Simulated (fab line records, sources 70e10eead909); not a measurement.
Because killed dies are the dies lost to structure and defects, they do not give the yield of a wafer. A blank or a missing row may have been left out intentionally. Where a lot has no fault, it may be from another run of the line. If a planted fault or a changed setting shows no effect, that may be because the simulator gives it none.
fab line records	flow nand-harc
record lots=6	wafers=18	last-day=25
route steps=1159 shown A_CONTACT@959 A_BLC@964 END@1159
lots that met no fault: from a run of the same line without faults
start-h: hours from the record's first day to the start of the lot's first wafer shown	wait-h: how many hours have passed since the lot's step before this one	" the same as in the row above	L1.1+2: several wafers, shown together as one row	- no value present, or no start provided	* or withheld: withheld	< > ~ a bound
route shown NAME@n: names a module that has steps shown in the file, with the first one's number in the route	usual: average and standard deviation across the fault-free wafers	same: alike in all rows	chamber/n: place in a boat	sites: each site's reading	_std_site: their standard deviation	_edge_site: outer sites' mean less inner sites'	radius-mm: for every site, how far away it sits from the centre of the wafer	mask NAME#n: copy n	behind: the tool/chamber that last shaped the wafer	hold: reason for holding the lot/hours on hold/outcome of the hold	device: names the non-switching transistor (n, p or np)	end of line: tests run on the same wafers once the route is complete	a step without rows: its recipe alone	killed: not the wafer's yield, but the dies lost to structure and defects at the first sort	map: a wafer's dies, marking killed ones x, the rest . and places with no die _
set.NAME: setting as actually run; set.NAME@STEP: the setting as run at that earlier step	model.NAME: the simulator's own value behind a step, which no gauge read
lots at selected steps of the route; one table per step, one row per wafer
services: when a tool's chamber went out of use (start-h, in hours from the record's first day, below 0 if earlier), for how many hours, and the reason
## steps
# step NHARC_A_CONTACT_CVD_19
# recipe target-thk-a=3000	temp-c=300	pressure-torr=40	wf6-flow-sccm=40	h2-flow-sccm=1600	ar-flow-sccm=1560	time-s=802	material=W
# usual heater-power-w=472/35	throttle-valve-pct=8.1/0.31
# same time-s=802
lot.wafer	tool	chamber	start-h	wait-h	heater-power-w	since-wet-clean-h	throttle-valve-pct
L965.2	cvd-w-01	1	-	-	467	111	8.6
L965.3	"	0	"	"	496	-	8.1
L965.5	"	0	"	"	507	-	8.1
L966.2	cvd-w-02	0	-	-	420	32	8.3
L966.3	"	1	"	"	510	-	7.7
L966.4	"	0	"	"	412	-	8.1
L967.1	cvd-w-02	0	-	-	425	47	8.3
L967.3	"	0	"	"	430	-	8.2
L967.5	"	1	"	"	492	-	7.7
L977.1	cvd-w-02	0	-	-	422	111	8.2
L977.2	"	1	"	"	496	111	7.7
L977.6	"	1	"	"	497	-	7.8
L979.4	cvd-w-02	1	-	-	504	-	8.0
L979.5	"	0	"	"	431	-	8.4
L979.6	"	1	"	"	487	-	7.6
L982.2	cvd-w-01	0	-	-	512	55	8.3
L982.1	"	1	"	"	438	55	8.2
L982.4	"	1	"	"	436	-	8.1
# step NHARC_A_CONTACT_CMP_20
# recipe t-overpolish-s=30	target-thk-nm=300
# usual motor-current-A=11.3/0.92	overpolish-run-s=30.000/0.0098	time-to-endpoint-s=58.9/2.9
lot.wafer	tool	chamber	start-h	wait-h	motor-current-A	overpolish-run-s	time-to-endpoint-s
L965.2	cmp-03	1	418.97	0.7	11.3	30.002	59.6
L965.3	"	3	"	"	11.0	29.977	61.5
L965.5	"	0	"	"	11.0	29.982	63.1
L966.2	cmp-01	2	423.71	0.6	13.2	29.999	61.3
L966.4	"	3	"	"	10.8	30.010	57.8
L966.3	"	0	"	"	11.9	30.006	58.9
L967.1	cmp-02	1	438.83	0.8	10.4	30.016	58.8
L967.3	"	0	"	"	10.2	30.023	62.1
L967.5	"	1	"	"	10.5	29.999	58.6
L977.1	cmp-02	0	503.38	0.8	10.4	29.996	56.6
L977.2	"	1	"	"	10.3	30.019	56.4
L977.6	"	3	"	"	10.2	30.010	59.8
L979.4	cmp-02	0	520.48	0.4	10.1	29.996	59.8
L979.6	"	2	"	"	13.0	29.999	55.1
L979.5	"	3	"	"	10.9	30.000	59.4
L982.4	cmp-02	2	544.16	0.4	12.5	29.997	56.8
L982.1	"	3	"	"	10.6	30.000	59.2
L982.2	"	1	"	"	11.0	29.998	56.3
# step NHARC_A_CONTACT_SRD_22
# step NHARC_A_CONTACT_INSPECT_23
# usual raw-defect-count=429/140
lot.wafer	tool	chamber	start-h	wait-h	raw-defect-count
L965.2	defect-inspect-02	-	419.35	0.1	452
L965.3	"	-	"	"	383
L965.5	"	-	"	"	377
L966.2	defect-inspect-01	-	424.12	0.1	426
L966.3	"	-	"	"	333
L966.4	"	-	"	"	401
L967.1	defect-inspect-01	-	439.24	0.1	320
L967.3	"	-	"	"	430
L967.5	"	-	"	"	279
L977.1	defect-inspect-01	-	503.76	0.1	275
L977.2	"	-	"	"	292
L977.6	"	-	"	"	369
L979.4	defect-inspect-02	-	520.85	0.1	713
L979.5	"	-	"	"	583
L979.6	"	-	"	"	428
L982.1	defect-inspect-01	-	544.61	0.1	383
L982.2	"	-	"	"	360
L982.4	"	-	"	"	353
# step NHARC_A_BLC_DEHYDRATE_00
# recipe temp-c=150	time-s=120
# step NHARC_A_BLC_HMDS_01
# recipe time-s=30
# step NHARC_A_BLC_COAT_02
# recipe temp-c=260	time-s=75
# step NHARC_A_BLC_COAT_03
# recipe temp-c=225	time-s=65
# step NHARC_A_BLC_COAT_04
# recipe spin-rpm=1500	resist-thk-nm=90
# step NHARC_A_BLC_SOFTBAKE_05
# recipe temp-c=105	time-s=55
# step NHARC_A_BLC_EBR_06
# step NHARC_A_BLC_EXPOSE_07
# recipe na=1.35	target-cd-nm=100	dose-mj=67.97	mask-id=A_BLC
# usual exposure-dose-mJ-cm2=67.94/0.071
lot.wafer	tool	chamber	start-h	wait-h	mask	exposure-dose-mJ-cm2
L965.2	arfi-scanner-02	0	419.72	-	A_BLC#0	68.08
L965.3	"	0	"	"	A_BLC#0	68.02
L965.5	"	0	"	"	A_BLC#0	68.07
L966.2	arfi-scanner-02	0	424.37	-	A_BLC#0	73.54
L966.3	"	0	"	"	A_BLC#0	73.66
L966.4	"	0	"	"	A_BLC#0	73.62
L967.1	arfi-scanner-02	0	439.48	-	A_BLC#0	72.35
L967.3	"	0	"	"	A_BLC#0	72.45
L967.5	"	0	"	"	A_BLC#0	72.50
L977.1	arfi-scanner-01	0	504.00	-	A_BLC#0	67.84
L977.2	"	0	"	"	A_BLC#0	67.89
L977.6	"	0	"	"	A_BLC#0	67.83
L979.4	arfi-scanner-01	0	521.23	-	A_BLC#0	67.94
L979.5	"	0	"	"	A_BLC#0	67.87
L979.6	"	0	"	"	A_BLC#0	67.95
L982.1	arfi-scanner-03	0	544.98	-	A_BLC#0	67.87
L982.2	"	0	"	"	A_BLC#0	67.89
L982.4	"	0	"	"	A_BLC#0	67.96
# step NHARC_A_BLC_PEB_08
# recipe peb-temp-c=100	peb-time-s=65
# step NHARC_A_BLC_DEVELOP_09
# recipe develop-time-s=35	dev-temp-c=23
# step NHARC_A_BLC_CD_MEAS_10
# recipe target-cd-nm=100	landing-energy-ev=500
# usual cd-nm=99.9/0.57
lot.wafer	tool	chamber	start-h	wait-h	cd-nm
L965.2	cd-sem-01	0	419.86	-	99.7
L965.3	"	0	"	"	99.1
L965.5	"	0	"	"	99.6
L966.2	cd-sem-02	0	424.50	-	103.2
L966.3	"	0	"	"	104.8
L966.4	"	0	"	"	104.1
L967.1	cd-sem-03	0	439.62	-	104.5
L967.3	"	0	"	"	104.9
L967.5	"	0	"	"	104.7
L977.1	cd-sem-01	0	504.14	-	99.0
L977.2	"	0	"	"	100.3
L977.6	"	0	"	"	100.0
L979.4	cd-sem-02	0	521.36	-	99.9
L979.5	"	0	"	"	100.5
L979.6	"	0	"	"	99.6
L982.1	cd-sem-03	0	545.12	-	100.3
L982.2	"	0	"	"	100.0
L982.4	"	0	"	"	100.2
# step NHARC_A_BLC_OVL_MEAS_11
# usual overlay-x-nm=-0.4/0.71	overlay-y-nm=0.0/0.9
lot.wafer	tool	chamber	start-h	wait-h	overlay-x-nm	overlay-y-nm
L965.2	overlay-01	-	419.94	-	0.3	-2.1
L965.3	"	-	"	"	-0.3	-2.9
L965.5	"	-	"	"	-0.3	-1.3
L966.2	overlay-02	-	424.59	-	1.3	-0.2
L966.3	"	-	"	"	0.6	0.4
L966.4	"	-	"	"	1.5	0.3
L967.1	overlay-01	-	439.71	-	0.3	-0.2
L967.3	"	-	"	"	0.4	0.6
L967.5	"	-	"	"	0.0	-0.7
L977.1	overlay-02	-	504.23	-	-1.9	0.4
L977.2	"	-	"	"	-2.2	0.8
L977.6	"	-	"	"	-1.4	0.2
L979.4	overlay-02	-	521.44	-	0.1	-0.7
L979.5	"	-	"	"	0.0	-0.9
L979.6	"	-	"	"	0.2	-0.3
L982.1	overlay-01	-	545.20	-	-1.5	-1.5
L982.2	"	-	"	"	-0.6	-1.0
L982.4	"	-	"	"	-0.1	-1.5
# step NHARC_A_BLC_INSPECT_12
# usual raw-defect-count=33/14
lot.wafer	tool	chamber	start-h	wait-h	raw-defect-count
L965.2	defect-inspect-01	-	419.98	0.0	34
L965.3	"	-	"	"	43
L965.5	"	-	"	"	50
L966.2	defect-inspect-02	-	424.63	0.0	49
L966.3	"	-	"	"	41
L966.4	"	-	"	"	19
L967.1	defect-inspect-01	-	439.75	0.0	27
L967.3	"	-	"	"	36
L967.5	"	-	"	"	18
L977.1	defect-inspect-02	-	504.26	0.0	28
L977.2	"	-	"	"	13
L977.6	"	-	"	"	16
L979.4	defect-inspect-02	-	521.48	0.0	70
L979.5	"	-	"	"	68
L979.6	"	-	"	"	47
L982.1	defect-inspect-02	-	545.24	0.0	21
L982.2	"	-	"	"	21
L982.4	"	-	"	"	22
# step NHARC_A_BLC_DESCUM_15
# recipe time-s=3	o2-flow-sccm=200	ar-flow-sccm=0	bias-power-w=0	chemistry=O2
# usual drypump-motor-current-A=5.9/0.45	oes-product-au=0.996/0.011	rf-vpp-V=57.7/1	showerhead-plenum-p-Torr=1.91/0.1	throttle-valve-pct=11.312/0.0095
# same time-s=3
lot.wafer	tool	chamber	start-h	wait-h	drypump-motor-current-A	oes-product-au	rf-hours-counter-h	rf-vpp-V	showerhead-plenum-p-Torr	throttle-valve-pct	model.A_BLC.cd-nm
L965.2	rie-diel-02	2	420.05	0.1	5.9	0.991	9	58.8	1.86	11.327	99.21
L965.3	"	3	"	"	6.1	0.999	9	59.8	1.95	11.312	98.78
L965.5	"	1	"	"	6.1	0.994	-	56.8	2.05	11.309	99.18
L966.3	rie-diel-02	2	424.69	0.1	5.9	0.991	10	56.5	1.86	11.313	104.4
L966.4	"	3	"	"	6.1	0.997	10	57.6	1.95	11.323	103.6
L966.2	"	0	"	"	5.7	1.000	10	57.4	2.04	11.306	104.3
L967.1	rie-diel-04	1	439.81	0.1	5.2	1.000	13	56.4	1.92	11.320	103.7
L967.3	"	3	"	"	5.1	0.987	15	56.7	1.82	11.318	104.9
L967.5	"	1	"	"	5.2	0.997	-	58.0	1.92	11.308	103.8
L977.2	rie-diel-04	3	504.32	0.1	5.1	0.997	2	57.6	1.82	11.300	100.5
L977.1	"	1	"	"	5.2	1.013	2	56.7	1.92	11.306	99.21
L977.6	"	3	"	"	5.1	1.006	-	58.2	1.82	11.306	100.1
L979.4	rie-diel-04	3	521.55	0.1	5.1	0.996	5	58.5	1.82	11.299	100.6
L979.5	"	2	"	"	5.9	1.021	-	56.4	1.78	11.315	100.8
L979.6	"	3	"	"	5.1	1.009	-	56.9	1.82	11.298	100.1
L982.1	rie-diel-02	0	545.31	0.1	5.8	0.994	3	58.0	2.04	11.310	100.4
L982.4	"	1	"	"	6.1	1.001	3	57.4	2.04	11.329	100.3
L982.2	"	2	"	"	5.9	0.982	2	55.6	1.86	11.312	99.61
# step NHARC_A_BLC_ETCH_16
# recipe target-depth-a=390	over-etch-frac=0.3	time-s=65	ion-energy-ev=80	cf4-flow-sccm=150	ar-flow-sccm=0	rf-w=300	bias-w=100	chemistry=CF4
# usual drypump-motor-current-A=5.8/0.44	oes-product-au=0.998/0.012	rf-vpp-V=151.2/1.4	showerhead-plenum-p-Torr=1.77/0.087	throttle-valve-pct=13.283/0.0091
# same time-s=65
lot.wafer	tool	chamber	start-h	wait-h	drypump-motor-current-A	oes-product-au	rf-hours-counter-h	rf-vpp-V	showerhead-plenum-p-Torr	throttle-valve-pct
L965.2	rie-diel-02	0	420.13	0.1	5.8	0.996	10	152.9	1.88	13.273
L965.3	"	2	"	"	5.9	0.996	9	151.8	1.72	13.278
L965.5	"	1	"	"	6.1	1.007	-	152.3	1.88	13.297
L966.4	rie-diel-02	2	424.78	0.1	5.9	0.982	10	151.2	1.72	13.291
L966.2	"	3	"	"	6.1	1.005	10	150.6	1.80	13.290
L966.3	"	0	"	"	5.7	0.998	10	151.9	1.88	13.283
L967.3	rie-diel-04	1	439.91	0.1	5.2	1.001	13	150.3	1.78	13.294
L967.1	"	2	"	"	5.8	1.023	14	149.9	1.65	13.281
L967.5	"	3	"	"	5.1	0.987	-	149.2	1.69	13.280
L977.2	rie-diel-04	1	504.41	0.1	5.2	0.998	2	152.7	1.78	13.290
L977.1	"	3	"	"	5.1	1.004	2	150.2	1.69	13.276
L977.6	"	0	"	"	6.6	0.990	-	149.7	1.65	13.282
L979.4	rie-diel-04	3	521.62	0.1	5.1	1.003	5	151.1	1.69	13.283
L979.6	"	3	"	"	5.1	1.011	-	149.7	1.69	13.273
L979.5	"	0	"	"	6.6	1.004	-	149.2	1.65	13.265
L982.1	rie-diel-02	2	545.39	0.1	5.9	1.000	2	150.4	1.72	13.290
L982.2	"	3	"	"	6.1	0.987	3	152.0	1.79	13.285
L982.4	"	0	"	"	5.7	0.994	3	152.1	1.88	13.282
# step NHARC_A_BLC_ETCH_17
# recipe target-depth-a=3900	over-etch-frac=0.25	time-s=609.38	ion-energy-ev=200	n2-flow-sccm=150	h2-flow-sccm=150	ar-flow-sccm=0	rf-w=400	bias-w=150	chemistry=N2/H2
# usual drypump-motor-current-A=5.9/0.45	oes-product-au=0.996/0.01	rf-vpp-V=431/3.2	showerhead-plenum-p-Torr=2.04/0.11	throttle-valve-pct=14.172/0.009
# same time-s=609.38
lot.wafer	tool	chamber	start-h	wait-h	drypump-motor-current-A	oes-product-au	rf-hours-counter-h	rf-vpp-V	showerhead-plenum-p-Torr	throttle-valve-pct
L965.3	rie-diel-02	3	-	-	6.1	0.992	9	432	2.08	14.167
L965.2	"	1	"	"	6.1	0.996	10	435	2.18	14.183
L965.5	"	3	"	"	6.1	0.999	-	431	2.08	14.165
L966.4	rie-diel-02	2	-	-	5.9	0.993	10	428	1.98	14.148
L966.3	"	3	"	"	6.1	1.001	10	431	2.08	14.171
L966.2	"	0	"	"	5.7	1.001	10	434	2.18	14.169
L967.3	rie-diel-04	2	-	-	5.9	1.029	14	427	1.89	14.175
L967.1	"	3	"	"	5.1	0.990	15	427	1.94	14.171
L967.5	"	1	"	"	5.2	1.006	-	429	2.05	14.172
L977.1	rie-diel-04	0	-	-	6.6	0.988	2	426	1.88	14.161
L977.2	"	2	"	"	5.9	1.019	2	426	1.89	14.182
L977.6	"	0	"	"	6.6	0.999	-	426	1.88	14.187
L979.4	rie-diel-04	3	-	-	5.1	0.997	5	429	1.94	14.194
L979.5	"	0	"	"	6.6	1.004	-	425	1.88	14.188
L979.6	"	1	"	"	5.2	0.989	-	431	2.05	14.173
L982.4	rie-diel-02	1	-	-	6.1	1.011	3	434	2.18	14.172
L982.2	"	2	"	"	5.9	0.999	2	430	1.98	14.177
L982.1	"	0	"	"	5.7	1.002	3	434	2.18	14.166
# step NHARC_A_BLC_ETCH_18
# recipe target-depth-a=9100	c4f8-flow-sccm=20	o2-flow-sccm=10	ar-flow-sccm=withheld	rf-w=600	bias-w=1500	chemistry=C4F8/O2/Ar
# usual oes-product-au=0.950/0.025	rf-vpp-V=978/6.9
lot.wafer	tool	chamber	start-h	wait-h	oes-product-au	rf-hours-counter-h	rf-vpp-V	model.A_BLC.cd-nm
L965.2	rie-diel-02	2	-	-	0.915	10	975	102.5
L965.3	"	3	"	"	0.925	10	980	99.7
L965.5	"	2	"	"	0.921	-	975	100.4
L966.2	rie-diel-02	1	-	-	0.975	11	987	108.2
L966.3	"	3	"	"	0.963	10	981	104.5
L966.4	"	0	"	"	0.969	11	987	105.9
L967.3	rie-diel-04	2	-	-	0.940	15	971	106.7
L967.1	"	3	"	"	0.923	15	973	105.2
L967.5	"	0	"	"	0.906	-	967	105.6
L977.1	rie-diel-04	2	-	-	0.992	2	968	99.66
L977.2	"	3	"	"	0.966	2	972	100.2
L977.6	"	1	"	"	0.973	-	979	101.9
L979.4	rie-diel-04	1	-	-	0.965	5	977	102.3
L979.5	"	1	"	"	0.980	-	978	103.8
L979.6	"	2	"	"	0.973	-	969	101.4
L982.4	rie-diel-02	2	-	-	0.967	2	973	99.77
L982.2	"	3	"	"	0.956	4	980	101.3
L982.1	"	1	"	"	0.977	3	987	104.2
# step NHARC_A_BLC_CD_MEAS_19
# usual cd-nm=101.1/1.9
lot.wafer	tool	chamber	start-h	wait-h	cd-nm
L965.2	cd-sem-02	-	421.01	-	102.6
L965.3	"	-	"	"	99.9
L965.5	"	-	"	"	100.5
L966.2	cd-sem-02	-	425.65	-	108.2
L966.3	"	-	"	"	104.6
L966.4	"	-	"	"	105.6
L967.1	cd-sem-02	-	440.82	-	105.3
L967.3	"	-	"	"	106.9
L967.5	"	-	"	"	105.6
L977.1	cd-sem-03	-	505.52	-	99.9
L977.2	"	-	"	"	100.5
L977.6	"	-	"	"	102.2
L979.4	cd-sem-02	-	522.51	-	102.5
L979.5	"	-	"	"	103.3
L979.6	"	-	"	"	101.1
L982.1	cd-sem-03	-	546.27	-	104.2
L982.2	"	-	"	"	101.2
L982.4	"	-	"	"	99.6
# step NHARC_END_SORT_01
# recipe temp-c=25
# usual killed-at-array=29/11	killed-at-other=0.6/0.75	killed-at-periphery=3.1/2.1	killed-dies=32/11	killed-open=3.0/1.8	killed-short=1.8/1.3
# same gross-dies=677
lot.wafer	tool	chamber	start-h	wait-h	killed-at-array	killed-at-other	killed-at-periphery	killed-dies	killed-open	killed-short
L965.2	prober-02	0	475.39	2.9	33	0	6	39	1	3
L965.3	prober-02	0	476.19	3.1	33	0	8	41	4	0
L965.5	prober-02	0	477.80	3.7	40	0	5	45	0	2
L966.2	prober-01	0	475.45	2.8	38	1	3	42	4	2
L966.3	prober-01	0	476.26	3.1	36	0	2	38	2	1
L966.4	prober-01	0	477.07	3.4	20	0	5	25	2	2
L967.1	prober-02	0	489.83	2.5	33	1	5	39	3	2
L967.3	prober-02	0	491.42	3.1	28	0	4	32	1	1
L967.5	prober-02	0	493.01	3.7	21	2	5	28	4	1
L977.1	prober-01	0	547.82	2.5	20	0	1	21	1	1
L977.2	prober-01	0	548.61	2.8	14	1	2	17	2	2
L977.6	prober-01	0	551.76	3.9	16	0	1	17	2	1
L979.4	prober-02	0	569.43	3.4	56	0	7	63	1	2
L979.5	prober-02	0	570.23	3.7	51	1	8	60	0	3
L979.6	prober-02	0	571.03	4.0	37	0	1	38	5	2
L982.1	prober-02	0	589.49	2.5	21	1	3	25	2	0
L982.2	prober-02	0	590.29	2.8	20	3	5	28	2	2
L982.4	prober-02	0	591.90	3.4	18	1	2	21	1	0
# killed by level:class
L965.2 A_CHANNEL_HOLE_D1:chamber-film-flake=17 A_SLIT:chamber-film-flake=6 P_GATE:chamber-film-flake=3 A_CONTACT:chamber-film-flake=3 A_ZERO_WELL:chamber-film-flake=2 P_CONTACT:geometric-particle:short=1 P_M0:geometric-particle:open=1 A_ONON_D1:geometric-particle:short=1
L966.2 A_CHANNEL_HOLE_D1:chamber-film-flake=14 A_SLIT:chamber-film-flake=14 A_CONTACT:chamber-film-flake=3 P_STI:chamber-film-flake=2 A_STAIRCASE:chamber-film-flake=2 P_M0:geometric-particle:short=1 A_WL_FILL:geometric-particle:open=1 A_CONTACT:geometric-particle:open=1
L965.3 A_CHANNEL_HOLE_D1:chamber-film-flake=12 A_SLIT:chamber-film-flake=11 A_CONTACT:chamber-film-flake=6 P_GATE:chamber-film-flake=3 P_M0:chamber-film-flake=3 P_CONTACT:geometric-particle:open=1 P_M1:geometric-particle:open=1 A_SGD_CUT:geometric-particle:open=1
L966.3 A_CHANNEL_HOLE_D1:chamber-film-flake=13 A_SLIT:chamber-film-flake=10 A_CHANNEL_FILL_D1:chamber-film-flake=4 A_STAIRCASE:chamber-film-flake=3 P_M0:chamber-film-flake=2 A_CONTACT:chamber-film-flake=2 A_CONTACT:geometric-particle:open=1 A_M0:geometric-particle:short=1
L966.4 A_SLIT:chamber-film-flake=9 P_STI:chamber-film-flake=4 A_CHANNEL_HOLE_D1:chamber-film-flake=3 A_CONTACT:chamber-film-flake=2 P_CONTACT:geometric-particle:open=1 A_CHANNEL_HOLE_D1:geometric-particle:short=1 A_CHANNEL_HOLE_D1:geometric-particle:open=1 A_WL_FILL:geometric-particle:short=1
L965.5 A_CHANNEL_HOLE_D1:chamber-film-flake=15 A_SLIT:chamber-film-flake=14 A_CONTACT:chamber-film-flake=4 P_GATE:chamber-film-flake=2 P_M0:chamber-film-flake=2 A_CHANNEL_FILL_D1:chamber-film-flake=2 A_WL_FILL:chamber-film-flake=2 A_WL_FILL:geometric-particle:short=1
L967.1 A_SLIT:chamber-film-flake=11 A_CHANNEL_HOLE_D1:chamber-film-flake=11 P_ZERO_WELL:chamber-film-flake=5 A_ONON_D1:geometric-particle:short=2 A_CHANNEL_FILL_D1:chamber-film-flake=2 A_WL_FILL:chamber-film-flake=2 A_M1:chamber-film-flake=2 A_BLC:geometric-particle:open=1
L967.3 A_SLIT:chamber-film-flake=16 P_ZERO_WELL:chamber-film-flake=3 A_ZERO_WELL:chamber-film-flake=3 A_CHANNEL_FILL_D1:chamber-film-flake=3 A_CHANNEL_HOLE_D1:chamber-film-flake=2 A_ONON_D1:geometric-particle:short=1 A_WL_FILL:geometric-particle:open=1 P_CONTACT:chamber-film-flake=1
L967.5 A_SLIT:chamber-film-flake=8 P_ZERO_WELL:chamber-film-flake=4 A_ZERO_WELL:chamber-film-flake=2 A_CHANNEL_HOLE_D1:chamber-film-flake=2 A_CHANNEL_FILL_D1:chamber-film-flake=2 THIN_TSV:chamber-film-flake=2 A_ONON_D1:geometric-particle:open=1 A_WL_FILL:geometric-particle:short=1
L977.1 A_CHANNEL_HOLE_D1:chamber-film-flake=9 A_STAIRCASE:chamber-film-flake=4 A_CONTACT:chamber-film-flake=4 A_ZERO_WELL:chamber-film-flake=2 P_CONTACT:geometric-particle:open=1 A_WL_FILL:geometric-particle:short=1
L977.2 A_CHANNEL_HOLE_D1:chamber-film-flake=5 A_STAIRCASE:chamber-film-flake=3 A_CONTACT:chamber-film-flake=3 P_CONTACT:geometric-particle:short=1 A_CHANNEL_FILL_D1:geometric-particle:short=1 A_CHANNEL_FILL_D1:geometric-particle:open=1 A_WL_FILL:geometric-particle:open=1 P_M0:chamber-film-flake=1
L977.6 A_CHANNEL_HOLE_D1:chamber-film-flake=6 A_STAIRCASE:chamber-film-flake=5 A_CONTACT:chamber-film-flake=2 A_CHANNEL_FILL_D1:geometric-particle:short=1 A_CONTACT:geometric-particle:open=1 A_M1:geometric-particle:open=1 P_GATE:chamber-film-flake=1
L979.4 A_CHANNEL_HOLE_D1:chamber-film-flake=25 A_SLIT:chamber-film-flake=18 P_M1:chamber-film-flake=6 A_WL_FILL:chamber-film-flake=3 A_STAIRCASE:chamber-film-flake=3 A_CONTACT:chamber-film-flake=3 A_SOURCE_PLATE:geometric-particle:short=1 A_CONTACT:geometric-particle:open=1
L979.5 A_SLIT:chamber-film-flake=24 A_CHANNEL_HOLE_D1:chamber-film-flake=19 P_M1:chamber-film-flake=7 A_WL_FILL:chamber-film-flake=3 A_STAIRCASE:chamber-film-flake=3 P_GATE:geometric-particle:short=1 A_SGD_CUT:geometric-particle:short=1 STARTING-WAFER:geometric-particle:short=1
L979.6 A_SLIT:chamber-film-flake=13 A_CHANNEL_HOLE_D1:chamber-film-flake=12 A_STAIRCASE:chamber-film-flake=3 A_WL_FILL:geometric-particle:open=2 A_ONON_D1:geometric-particle:short=1 A_WL_FILL:geometric-particle:short=1 A_CONTACT:geometric-particle:open=1 A_BLC:geometric-particle:open=1
L982.1 A_CHANNEL_HOLE_D1:chamber-film-flake=8 A_SGD_CUT:chamber-film-flake=7 A_STAIRCASE:chamber-film-flake=3 P_STI:chamber-film-flake=2 P_CONTACT:geometric-particle:open=1 A_M0:geometric-particle:open=1 A_SLIT:chamber-film-flake=1 A_CONTACT:chamber-film-flake=1
L982.2 A_CHANNEL_HOLE_D1:chamber-film-flake=6 P_STI:chamber-film-flake=4 A_SGD_CUT:chamber-film-flake=4 A_CONTACT:chamber-film-flake=4 THIN_TSV:chamber-film-flake=3 A_WL_FILL:geometric-particle:short=2 A_STAIRCASE:chamber-film-flake=2 P_GATE:geometric-particle:open=1
L982.4 A_CHANNEL_HOLE_D1:chamber-film-flake=10 A_SGD_CUT:chamber-film-flake=5 A_CONTACT:chamber-film-flake=2 P_M2:geometric-particle:open=1 P_STI:chamber-film-flake=1 A_SLIT:chamber-film-flake=1 THIN_TSV:chamber-film-flake=1
## services
tool	chamber	start-h	hours	kind
rie-diel-04	0	395.99	-	clean
rie-diel-04	1	395.99	-	clean
rie-diel-04	2	395.99	-	clean
rie-diel-04	3	395.99	-	clean
rie-diel-02	0	410.20	-	clean
cmp-02	-	422.34	0.2	repair
cmp-02	-	422.57	4.0	pm
arfi-scanner-02	-	428.00	4.0	pm
arfi-scanner-03	-	431.22	0.5	repair
cmp-03	-	450.02	4.0	pm
arfi-scanner-03	-	461.45	1.1	repair
rie-diel-04	-	465.90	9.0	pm
arfi-scanner-01	-	470.53	1.2	repair
cmp-01	-	473.50	4.0	pm
cvd-w-01	-	475.02	13.0	pm
cmp-03	-	483.92	68.5	repair
arfi-scanner-03	-	484.00	4.0	pm
rie-diel-02	-	504.71	9.0	pm
cvd-w-01	0	508.85	13.2	repair
cmp-02	-	520.58	4.0	pm
cmp-02	-	528.94	0.9	repair
rie-diel-02	2	529.16	1.6	repair
cmp-01	-	529.46	21.9	repair
arfi-scanner-01	-	543.74	4.0	pm
## key
first-sign step=NHARC_A_BLC_EXPOSE_07	reading=exposure-dose-mJ-cm2	direction=up	sigmas=72	usual=67.94	struck=73.02
effect step=NHARC_A_BLC_CD_MEAS_10	reading=cd-nm	direction=up	sigmas=7.8	usual=99.9	struck=104.4	through=control-loop
effect step=NHARC_A_BLC_CD_MEAS_19	reading=cd-nm	direction=up	sigmas=2.6	usual=101.1	struck=106.0	wafers-moved=3	through=control-loop
model-effect step=NHARC_A_BLC_DESCUM_15	value=A_BLC.cd-nm	without=99.82	struck=104.1
model-effect step=NHARC_A_BLC_ETCH_18	value=A_BLC.cd-nm	without=101.7	struck=106
met-at NHARC_A_BLC_EXPOSE_07
struck-wafers L966.2,L966.3,L966.4,L967.1,L967.3,L967.5
tester-left-out L966,L967
loop-trim step=NHARC_A_BLC_EXPOSE_07	setting=dose	lots=L967
onset-between 419.72 424.37
fault kind=process-parameter-drift	tool=arfi-scanner-02	chamber=-	onset-h=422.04	steps=NHARC_A_BLC_EXPOSE_07	channel=dose-mj	offset=5.6329	shape=step	acts-in=these-recipes-only	stated=67.97
# tester-left-out: of these lots the tester's yield and bins aren't shown, on N5 and GAA mostly nor the transistor test; their killed dies are dies lost to structure and defects alone, not to doping, threshold or leakage, so they don't give the yield
# loop-trim: a control loop set the setting to another value than it would have without faults
